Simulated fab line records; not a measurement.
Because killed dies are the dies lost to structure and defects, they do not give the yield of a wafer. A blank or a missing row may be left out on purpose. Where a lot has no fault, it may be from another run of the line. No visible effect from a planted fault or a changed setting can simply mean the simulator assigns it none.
Matching of chambers -- flow nand-harc -- NHARC_P_M2_DESCUM_14 on rie-diel-04 has 4 sister chambers
The step chemistry O2, time 3 s. 4 wafers are shown with their chamber, then 12 later ones without.

WAFERS, EACH WITH ITS CHAMBER
wafer,chamber,drypump-motor-current-A (A)
L093.4,0,5.3
L094.2,1,4.7
L094.3,2,5.8
L094.6,3,6.3

WAFERS WITH NO CHAMBER GIVEN
wafer,drypump-motor-current-A (A)
L094.1,6.3
L094.4,5.4
L094.5,5.8
L095.1,6.3
L095.2,4.7
L095.3,5.4
L095.4,5.8
L095.5,5.4
L095.6,4.7
L097.1,5.8
L097.3,5.4
L097.4,6.3

THE CHAMBER EACH PASSED THROUGH
wafer,from the rows above,in truth
L094.1,3,3
L094.4,0,0
L094.5,2,2
L095.1,3,3
L095.2,1,1
L095.3,0,0
L095.4,2,2
L095.5,0,0
L095.6,1,1
L097.1,2,2
L097.3,0,0
L097.4,3,3
Placed correctly: 12 of 12. Not placeable from these rows: 0. Placed wrongly: 0.
How it was worked out, from the rows above alone: a wafer's distance from a chamber is the root of the sum, over the readings, of the square of ((its reading less the chamber's mean) divided by the reading's scatter). If the next closest chamber is less than 2 further off than the closest, the wafer can't be placed; otherwise it belongs to the closest. A chamber's mean is the mean of its shown wafers. The scatter (one wafer shown for each chamber): square how far every hidden wafer sits from the nearest shown wafer, average those squares and take the square root.
